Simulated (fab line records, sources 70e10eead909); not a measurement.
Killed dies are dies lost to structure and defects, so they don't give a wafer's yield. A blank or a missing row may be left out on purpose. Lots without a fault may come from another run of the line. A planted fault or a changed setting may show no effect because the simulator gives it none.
One fault seen from 2 desks | flow nand_harc | each desk has only its own numbers; what lay behind them comes last

THE METROLOGY DESK
What the gauges read, lot by lot, whatever tool the lot ran on: means of the sampled wafers that have a number. A lot is out of limits, marked OUT, if its mean lies more than 4 standard deviations from the usual mean; the brackets give that distance.
Columns: A = cd_nm at NHARC_P_GATE_CD_MEAS_11, usual 1640.3 nm
lot  | first seen here | A
L835 | day 4 18:59     | 1640.6
L836 | day 5 01:52     | 1638.5
L837 | day 5 08:04     | 1640.5
L838 | day 5 15:11     | 1637.4
L839 | day 5 20:52     | 1641.7
L840 | day 6 10:48     | 1641.1
L841 | day 6 20:03     | 1639.8
L842 | day 7 07:32     | 1638.4
L843 | day 7 19:27     | 1641.2
L844 | day 8 02:40     | 1640.8
L845 | day 8 14:59     | 1640.2
L852 | day 11 04:40    | 1641.5
L853 | day 12 02:46    | 1640.4
L858 | day 13 21:44    | 1640.0
This desk's finding: nothing out of limits on any of the 14 lots.

THE TOOL OWNER'S DESK: rie_diel-03
The tool's own readings at NHARC_P_GATE_ETCH_114 (etches the open film in CF4/O2, target depth 30 nm, overetch 3 nm, time 16.5 s): means of the sampled wafers that have a number, for each lot that ran on this tool. A lot is out of limits, marked OUT, if its mean lies more than 4 standard deviations from the usual mean; the brackets give that distance.
Columns: A = drypump_motor_current_A at NHARC_P_GATE_ETCH_114, usual 5.8 A; B = oes_product_au at NHARC_P_GATE_ETCH_114, usual 1.001 a.u.; C = rf_vpp_V at NHARC_P_GATE_ETCH_114, usual 197.8 V; D = run_length_s at NHARC_P_GATE_ETCH_114, usual 37.7 s; E = showerhead_plenum_p_Torr at NHARC_P_GATE_ETCH_114, usual 1.34 Torr; F = throttle_valve_pct at NHARC_P_GATE_ETCH_114, usual 13.398 %
lot  | first seen here | A   | B     | C     | D               | E    | F
L838 | day 6 07:00     | 6.5 | 1.000 | 197.4 | 38.2            | 1.36 | 13.398
L840 | day 7 03:00     | 6.1 | 1.000 | 198.8 | 37.7            | 1.37 | 13.389
L843 | day 8 11:00     | 6.2 | 0.996 | 197.6 | 37.9            | 1.34 | 13.395
L844 | day 8 18:00     | 5.5 | 0.993 | 197.4 | 37.6            | 1.32 | 13.397
L845 | day 9 08:00     | 5.8 | 0.993 | 197.5 | 37.5            | 1.36 | 13.410
L852 | day 11 20:00    | 5.6 | 0.995 | 196.7 | 35.4 (-4.7) OUT | 1.29 | 13.392
L853 | day 12 17:00    | 6.0 | 1.006 | 198.6 | 37.0            | 1.31 | 13.400
This desk's finding: out of limits on L852; first on L852, day 11 20:00 (run_length_s at NHARC_P_GATE_ETCH_114). In limits: L838, L840, L843, L844, L845, L853.

PUT TOGETHER
The tool owner's desk could have raised an alarm at day 11 20:00, on L852.
The metrology desk saw nothing out of limits.
The metrology desk has L852 on record, within its limits.
Of the lots named, all ran NHARC_P_GATE_ETCH_114 on rie_diel-03.

WHAT THE SIMULATOR HAD PUT IN
Process parameter drift: rie_diel-03, from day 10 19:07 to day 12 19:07, at NHARC_P_GATE_ETCH_114. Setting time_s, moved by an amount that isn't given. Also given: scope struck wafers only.
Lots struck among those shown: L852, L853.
Hours from the fault's start to each desk's first reading out of limits: the tool owner's desk, 25.
